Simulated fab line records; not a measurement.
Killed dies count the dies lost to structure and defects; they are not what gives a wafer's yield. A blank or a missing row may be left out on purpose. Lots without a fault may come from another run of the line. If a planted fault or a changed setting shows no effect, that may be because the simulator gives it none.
Which tool was responsible? | flow n5 finfet | 10 lots, 30 wafers sampled, at 2 steps of a route of 1938

== WHAT EACH GAUGE READ, for each wafer ==
N5_BEOL_M15_CD_MEAS_28: target cd 407.6 nm.
lot  | measured     | on        | cd nm (nm)
L451 | day 11 16:54 | cd sem-01 | 406.8 408.8 408.0
L455 | day 12 19:04 | cd sem-01 | 405.1 408.8 407.0
L456 | day 13 03:46 | cd sem-03 | 409.2 408.5 410.3
L458 | day 13 14:38 | cd sem-02 | 408.0 409.3 407.7
L460 | day 14 10:56 | cd sem-02 | 411.7 410.4 408.9
L459 | day 15 02:30 | cd sem-01 | 409.1 410.5 409.1
L463 | day 15 15:32 | cd sem-02 | 408.9 410.6 411.1
L468 | day 16 13:56 | cd sem-02 | 395.4 395.1 392.6
L467 | day 17 04:11 | cd sem-02 | 408.4 404.8 407.4
L470 | day 17 18:00 | cd sem-03 | 395.4 396.5 395.1

== EACH LOT AND THE TOOL THAT RAN IT (in order: tool; ch and the chambers of the sampled wafers; start) ==
lot  | N5_BEOL_M15_EXPOSE_25
L451 | krf scanner-01 ch 0, day 11 16:44
L455 | krf scanner-02 ch 0, day 12 18:53
L456 | krf scanner-01 ch 0, day 13 03:35
L458 | krf scanner-02 ch 0, day 13 14:28
L460 | krf scanner-01 ch 0, day 14 10:46
L459 | krf scanner-02 ch 0, day 15 02:20
L463 | krf scanner-01 ch 0, day 15 15:22
L468 | krf scanner-01 ch 0, day 16 13:46
L467 | krf scanner-02 ch 0, day 17 04:00
L470 | krf scanner-01 ch 0, day 17 17:50
- N5_BEOL_M15_EXPOSE_25: exposes mask M15, target cd 400 nm.

== THE ANSWER, worked out from the rows above alone ==
Rule: the lots themselves supply what counts as usual. Put in order of their means at a reading, lots are off if they are a third of the lots or fewer, leave a main group of 4 or more, and stand apart from it by a gap of 3 or more times the standard deviation of the main group's means; of several such gaps the widest counts. A main group whose means are all the same, to the digits that the tables above print for the reading, isn't used. A lot without any number at a reading at which 4 lots or more have one is off too. Any other lot the step has rows for is counted as sound.
Off, at N5_BEOL_M15_CD_MEAS_28 on cd nm: L468, L470. Mean 408.7 nm and standard deviation 1.3 in the main group.
If a tool, at a process step before that reading, ran all the lots that are off and no sound lot after the first of them, it fits. The gauges at N5_BEOL_M15_CD_MEAS_28 are tried like those tools. One fits: N5_BEOL_M15_EXPOSE_25 on krf scanner-01. Its last sound lot is L463 (day 15 15:22), its first lot that is off L468 (day 16 13:46): a fault that began between those two fits.

== WHAT HAD BEEN PUT IN BY THE SIMULATOR ==
Process parameters drifting: krf scanner-01 at N5_BEOL_M15_EXPOSE_25, beginning at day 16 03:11. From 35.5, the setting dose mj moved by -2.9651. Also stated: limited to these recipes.
Lots struck among those shown: L468, L470. The rule above reached the same finding.
